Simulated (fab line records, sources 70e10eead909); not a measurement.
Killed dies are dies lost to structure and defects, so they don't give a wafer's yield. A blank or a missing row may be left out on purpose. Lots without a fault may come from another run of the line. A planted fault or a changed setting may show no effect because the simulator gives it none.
fab line records | flow nand_harc
record lots=7 wafers=20 last_day=33
route steps=1302 shown A_CHANNEL_FILL_D2@615 END@1302
lots that met no fault: from a run of the same line without faults
start_h: hours from the record's first day to the start of the lot's first wafer shown | wait_h: hours since the lot's step before | " the same as in the row above | L1.1+2: a row that stands for several wafers | - no value, or no start given | * or withheld: withheld | < > ~ a bound
route shown NAME@n: a module of which the file shows steps, and the number in the route of the first | usual: mean/standard deviation of fault-free wafers | same: alike in all rows | chamber/n: place in a boat | sites: the reading at each site | _std_site: their standard deviation | _edge_site: outer sites' mean less inner sites' | radius_mm: how far each site lies from the wafer's centre | mask NAME#n: copy n | behind: the tool/chamber that last shaped the wafer | hold: why the lot was held/for how many hours/how that ended | device: the transistor (n, p or np) that didn't switch | end of line: the same wafers' tests at the end of the route | a step without rows: its recipe alone | killed: dies lost to structure and defects at the first sort, not the wafer's yield | map: a wafer's dies, x killed, . not, _ none there
set.NAME: the setting as run; set.NAME@STEP: as run at that earlier step | model.NAME: the simulator's own value behind a step, which no gauge read
lots at some steps of the route; a table a step, a row a wafer
services: from which hour (start_h, from the record's first day; less than 0 if before it) a tool's chamber was out of use, for how many hours, and why
## steps
# step NHARC_A_CHANNEL_FILL_D2_ALD_15
# recipe target_thk_a=20 pulse_time_s=60 ald_cycles=19 temp_c=630 pressure_torr=2 material=SiNx
# step NHARC_A_CHANNEL_FILL_D2_ALD_16
# recipe target_thk_a=15 pulse_time_s=10 ald_cycles=15 temp_c=300 material=SiO2
# usual ald_cycles=15/0 heater_power_w=474/35 precursor_pulse_height_rel=1.000/0.021
# columns lot.wafer tool chamber start_h wait_h ald_cycles heater_power_w precursor_pulse_height_rel
L820.4 ald_hk-01 2 356.23 0.0 15 465 1.018
L820.3 " 3 " " 15 546 0.970
L820.1 " 0 " " 15 484 1.017
L825.4 ald_hk-04 3 407.26 0.0 15 454 1.009
L825.3 " 1 " " 15 430 0.959
L825.5 " 3 " " 15 461 1.006
L826.1 ald_hk-04 1 421.01 0.1 15 427 1.010
L826.6 " 3 " " 15 467 1.030
L827.3 ald_hk-04 2 425.47 0.1 15 483 1.014
L827.1 " 1 " " 15 433 0.974
L827.5 " 3 " " 15 462 1.017
L833.1 ald_hk-02 2 476.57 0.0 15 458 0.991
L833.2 " 3 " " 15 433 0.988
L833.4 " 0 " " 15 482 1.005
L834.3 ald_hk-02 1 504.81 0.0 15 529 0.988
L834.4 " 0 " " 15 504 0.991
L834.6 " 1 " " 15 531 1.012
L839.4 ald_hk-01 1 539.59 1.4 15 457 0.991
L839.2 " 3 " " 15 507 1.028
L839.5 " 1 " " 15 451 0.963
# step NHARC_A_CHANNEL_FILL_D2_ANNEAL_17
# recipe temp_c=850 time_s=1800
# step NHARC_A_CHANNEL_FILL_D2_CVD_18
# recipe target_thk_a=30 temp_c=550 material=poly-Si
# step NHARC_A_CHANNEL_FILL_D2_ETCHBACK_19
# recipe target_depth_a=50 time_s=1.7 hbr_flow_sccm=150 cl2_flow_sccm=50 rf_w=400 icp_w=400 bias_w=100 chemistry=HBr/Cl2
# usual drypump_motor_current_A=5.7/0.62 oes_product_au=0.998/0.013 rf_fwd_power_W=390.6/1.7 throttle_valve_pct=26.406/0.0092
# columns lot.wafer tool chamber start_h wait_h drypump_motor_current_A oes_product_au rf_fwd_power_W rf_hours_counter_h throttle_valve_pct
L820.1 rie_si-01 1 368.22 0.4 5.6 0.980 389.0 0.85 26.420
L820.3 " 2 " " 5.4 1.009 392.6 0.94 26.405
L820.4 " 3 " " 5.4 0.976 391.3 1.04 26.399
L825.3 rie_si-02 1 419.11 0.4 6.8 0.968 392.5 0.98 26.406
L825.4 " 3 " " 4.8 0.988 390.0 0.75 26.396
L825.5 " 0 " " 6.4 1.011 389.8 - 26.403
L826.1 rie_si-01 0 433.33 0.4 5.8 0.988 389.7 0.36 26.406
L826.6 " 0 " " 5.8 0.978 388.6 - 26.421
L827.1 rie_si-02 2 439.03 0.4 5.6 1.004 394.6 1.01 26.401
L827.3 " 0 " " 6.4 1.007 390.7 1.02 26.404
L827.5 " 2 " " 5.7 0.997 393.5 - 26.400
L833.4 rie_si-02 2 488.33 0.4 5.6 0.996 391.4 0.13 26.420
L833.2 " 0 " " 6.3 1.004 389.4 0.14 26.403
L833.1 " 1 " " 6.8 0.999 390.3 0.17 26.416
L834.3 rie_si-06 2 513.79 0.4 5.3 0.993 387.7 0.45 26.415
L834.4 " 0 " " 6.0 1.012 389.0 0.47 26.414
L834.6 " 3 " " 4.9 0.983 392.1 - 26.407
L839.2 rie_si-02 3 551.42 0.4 4.8 1.001 390.8 0.39 26.423
L839.4 " 0 " " 6.4 0.980 390.5 0.39 26.397
L839.5 " 1 " " 6.8 0.988 388.8 - 26.395
# step NHARC_A_CHANNEL_FILL_D2_ETCHBACK_20
# recipe target_depth_a=270 time_s=13.5 c4f8_flow_sccm=withheld o2_flow_sccm=8 ar_flow_sccm=withheld rf_w=600 bias_w=1500 chemistry=C4F8/O2/Ar
# usual oes_product_au=0.986/0.024 rf_fwd_power_W=587.0/3 rf_vpp_V=980/7.6
# columns lot.wafer tool chamber start_h wait_h oes_product_au rf_fwd_power_W rf_hours_counter_h rf_vpp_V
L820.4 rie_diel-11 3 368.33 - 0.976 585.5 4 986
L820.1 " 1 " " 0.957 585.8 2 977
L820.3 " 2 " " 0.951 585.9 4 968
L825.4 rie_diel-11 1 419.23 - 0.941 589.6 3 978
L825.3 " 2 " " 0.948 588.4 5 971
L825.5 " 2 " " 0.943 589.4 - 967
L826.1 rie_diel-07 1 433.46 - 0.962 587.3 4 974
L826.6 " 1 " " 0.969 586.0 - 973
L827.3 rie_diel-02 2 439.18 - 1.014 587.0 3 968
L827.1 " 3 " " 0.994 584.0 3 971
L827.5 " 1 " " 1.005 584.4 - 969
L833.4 rie_diel-07 0 488.45 - 0.996 586.4 0 985
L833.2 " 1 " " 1.001 587.5 0 975
L833.1 " 2 " " 0.986 589.3 0 973
L834.3 rie_diel-07 2 513.91 - 0.973 586.8 1 974
L834.4 " 3 " " 0.980 593.1 0 987
L834.6 " 3 " " 0.988 595.7 - 986
L839.2 rie_diel-07 0 551.52 - 0.989 583.2 2 981
L839.4 " 1 " " 0.990 585.7 2 973
L839.5 " 1 " " 0.995 586.2 - 974
# step NHARC_A_CHANNEL_FILL_D2_STRIP_28
# recipe time_s=20 o2_flow_sccm=500 ar_flow_sccm=0 bias_w=0 chemistry=O2
# usual drypump_motor_current_A=5.89/0.28 oes_product_au=1.000/0.013 rf_vpp_V=57.9/0.98 showerhead_plenum_p_Torr=3.56/0.19 throttle_valve_pct=17.037/0.0092
# columns lot.wafer tool chamber start_h wait_h drypump_motor_current_A oes_product_au rf_hours_counter_h rf_vpp_V showerhead_plenum_p_Torr throttle_valve_pct
L820.3 rie_diel-11 0 368.43 0.1 5.40 0.998 4 57.6 3.77 17.044
L820.4 " 1 " " 5.98 0.995 2 57.3 3.50 17.043
L820.1 " 2 " " 5.89 0.989 4 57.9 3.31 17.042
L825.4 rie_diel-11 2 419.33 0.1 5.88 0.983 5 57.5 3.31 17.048
L825.3 " 3 " " 6.33 0.988 5 58.6 3.77 17.032
L825.5 " 1 " " 5.98 0.979 - 56.5 3.50 17.045
L826.1 rie_diel-07 0 433.56 0.1 6.31 1.023 3 57.0 3.67 17.030
L826.6 " 3 " " 5.84 1.004 - 58.7 3.77 17.045
L827.3 rie_diel-02 0 439.25 0.1 5.97 0.983 4 59.3 3.73 17.040
L827.1 " 3 " " 5.87 1.004 3 56.2 3.33 17.057
L827.5 " 0 " " 5.98 0.986 - 58.2 3.73 17.021
L833.1 rie_diel-07 1 488.55 0.1 5.96 0.997 0 57.2 3.41 17.036
L833.4 " 3 " " 5.85 1.022 0 58.2 3.77 17.025
L833.2 " 0 " " 6.34 0.999 0 59.3 3.67 17.042
L834.3 rie_diel-07 1 514.00 0.1 5.96 1.004 1 57.3 3.41 17.029
L834.4 " 0 " " 6.35 0.993 1 56.1 3.67 17.040
L834.6 " 2 " " 5.70 0.996 - 56.8 3.40 17.042
L839.2 rie_diel-07 2 551.62 0.1 5.75 1.008 1 57.6 3.40 17.052
L839.4 " 0 " " 6.35 0.996 2 59.2 3.67 17.039
L839.5 " 2 " " 5.73 0.995 - 57.8 3.40 17.037
# step NHARC_A_CHANNEL_FILL_D2_PRECLEAN_21
# recipe time_s=30 chemistry=dHF
# step NHARC_A_CHANNEL_FILL_D2_SRD_23
# step NHARC_A_CHANNEL_FILL_D2_CVD_05
# recipe target_thk_a=50 temp_c=550 material=poly-Si
# step NHARC_A_CHANNEL_FILL_D2_ANNEAL_22
# recipe temp_c=620 time_s=7200
# step NHARC_A_CHANNEL_FILL_D2_ALD_25
# recipe target_thk_a=600 pulse_time_s=10 ald_cycles=600 temp_c=300 material=SiOx
# usual ald_cycles=600/0 heater_power_w=467/38 precursor_pulse_height_rel=0.999/0.018
# columns lot.wafer tool chamber start_h wait_h ald_cycles heater_power_w precursor_pulse_height_rel
L820.4 ald_hk-01 1 381.49 0.1 600 460 0.967
L820.1 " 2 " " 600 466 1.011
L820.3 " 0 383.37 1.9 600 474 0.976
L825.3 ald_hk-02 2 433.06 0.0 825 459 0.980
L825.4 " 1 434.89 1.9 600 521 1.024
L825.5 " 3 436.11 3.1 600 433 0.999
L826.1 ald_hk-02 1 445.64 0.7 825 526 0.987
L826.6 " 1 448.13 3.2 600 512 1.013
L827.1 ald_hk-02 0 451.07 0.7 825 492 1.025
L827.3 " 1 " " 825 523 0.975
L827.5 " 3 452.91 2.5 600 422 0.998
L833.4 ald_hk-04 0 500.99 0.7 600 389 0.975
L833.2 " 1 " " 600 404 0.975
L833.1 " 2 " " 600 474 0.998
L834.4 ald_hk-02 2 525.77 0.0 600 462 1.022
L834.3 " 1 527.61 1.9 600 530 1.001
L834.6 " 3 528.84 3.1 600 440 1.019
L839.4 ald_hk-02 0 563.44 0.0 600 469 1.015
L839.2 " 2 564.68 1.3 600 441 1.011
L839.5 " 0 565.91 2.5 600 490 0.996
# step NHARC_A_CHANNEL_FILL_D2_ETCHBACK_08
# recipe target_depth_a=2200 time_s=110 c4f8_flow_sccm=20 ar_flow_sccm=withheld rf_w=600 bias_w=300 chemistry=C4F8
# usual oes_product_au=0.98/0.031 rf_fwd_power_W=596.5/2 rf_vpp_V=441/3.6
# columns lot.wafer tool chamber start_h wait_h oes_product_au rf_fwd_power_W rf_hours_counter_h rf_vpp_V
L820.3 rie_diel-11 0 - - 0.92 596.1 5 445
L820.1 " 1 " " 0.92 596.0 2 440
L820.4 " 3 " " 0.92 597.3 5 445
L825.4 rie_diel-02 0 - - 0.97 596.6 4 444
L825.3 " 1 " " 0.99 593.1 3 437
L825.5 " 0 " " 0.98 592.1 - 444
L826.1 rie_diel-07 3 - - 0.93 599.5 5 447
L826.6 " 3 " " 0.94 598.1 - 445
L827.1 rie_diel-07 0 - - 0.98 595.3 4 443
L827.3 " 2 " " 0.96 597.8 5 440
L827.5 " 0 " " 0.98 596.7 - 444
L833.2 rie_diel-11 0 - - 0.98 593.8 1 445
L833.1 " 2 " " 0.98 598.5 2 437
L833.4 " 3 " " 0.98 599.9 2 444
L834.4 rie_diel-02 3 - - 0.98 596.4 20 437
L834.3 " 0 " " 0.98 597.6 19 443
L834.6 " 2 " " 1.00 596.8 - 436
L839.2 rie_diel-11 0 - - 0.98 596.7 3 443
L839.4 " 1 " " 0.98 596.5 3 442
L839.5 " 0 " " 0.98 596.3 - 445
# step NHARC_END_SORT_01
# recipe temp_c=25
# usual killed_at_array=47/18 killed_at_other=0.9/1.1 killed_at_periphery=4/3.1 killed_dies=52/18 killed_open=3.1/1.5 killed_short=2.4/1.5
# same gross_dies=677
# columns lot.wafer tool chamber start_h wait_h killed_at_array killed_at_other killed_at_periphery killed_dies killed_open killed_short
L826.1 prober-01 0 663.13 2.5 49 2 4 55 2 5
L826.6 prober-01 0 667.17 4.0 46 4 7 57 4 4
# killed by level:class
L826.1 A_SLIT:chamber_film_flake=22 A_CHANNEL_HOLE_D1:chamber_film_flake=8 A_STAIRCASE:chamber_film_flake=4 A_ONON_D1:geometric_particle:short=3 P_ZERO_WELL:chamber_film_flake=3 A_ZERO_WELL:chamber_film_flake=2 A_DECK1_JOINT:chamber_film_flake=2 THIN_TSV:chamber_film_flake=2
L826.6 A_SLIT:chamber_film_flake=23 A_STAIRCASE:chamber_film_flake=6 A_CHANNEL_HOLE_D1:chamber_film_flake=4 A_CONTACT:chamber_film_flake=4 A_ONON_D1:geometric_particle:short=2 A_ONON_D1:geometric_particle:open=2 P_STI:chamber_film_flake=2 P_GATE:chamber_film_flake=2
## services
# columns tool chamber start_h hours kind
rie_diel-02 0 341.70 4.9 repair
rie_diel-07 0 352.20 - clean
rie_diel-07 1 352.20 - clean
rie_diel-07 2 352.20 - clean
ald_hk-02 - 352.64 10.0 pm
rie_si-01 - 370.00 9.0 pm
rie_si-02 - 375.76 0.3 repair
rie_diel-02 1 385.50 20.2 repair
rie_diel-07 0 392.21 20.2 repair
rie_diel-02 - 394.27 9.0 pm
rie_si-02 - 419.92 0.1 repair
rie_si-06 - 426.00 9.0 pm
rie_diel-11 - 432.50 9.0 pm
rie_si-02 2 444.11 7.1 repair
rie_si-02 - 454.00 9.0 pm
rie_si-06 2 456.38 9.3 repair
rie_diel-07 - 471.20 9.0 pm
ald_hk-01 - 477.01 10.0 pm
rie_diel-02 1 490.68 29.6 repair
rie_diel-11 1 513.27 7.8 repair
ald_hk-02 - 530.64 10.0 pm
rie_diel-02 3 533.19 15.8 repair
rie_diel-07 2 536.61 9.3 repair
rie_si-01 - 547.00 9.0 pm
## key
first_sign step=NHARC_A_CHANNEL_FILL_D2_ALD_25 reading=ald_cycles direction=up sigmas=99+ usual=600 struck=825
effect none on later readings
met_at NHARC_A_CHANNEL_FILL_D2_ALD_25
struck_wafers L825.3,L826.1,L827.1,L827.3
tester_left_out L825,L826,L827
fault kind=process_parameter_drift tool=ald_hk-02 chamber=- onset_h=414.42 steps=NHARC_A_CHANNEL_FILL_D2_ALD_25 channel=ald_cycles offset=225 shape=step end_h=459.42 scope=struck_wafers_only acts_in=these_recipes_only stated=600
# tester_left_out: of these lots the tester's yield and bins aren't shown, on N5 and GAA mostly nor the transistor test; their killed dies are dies lost to structure and defects alone, not to doping, threshold or leakage, so they don't give the yield
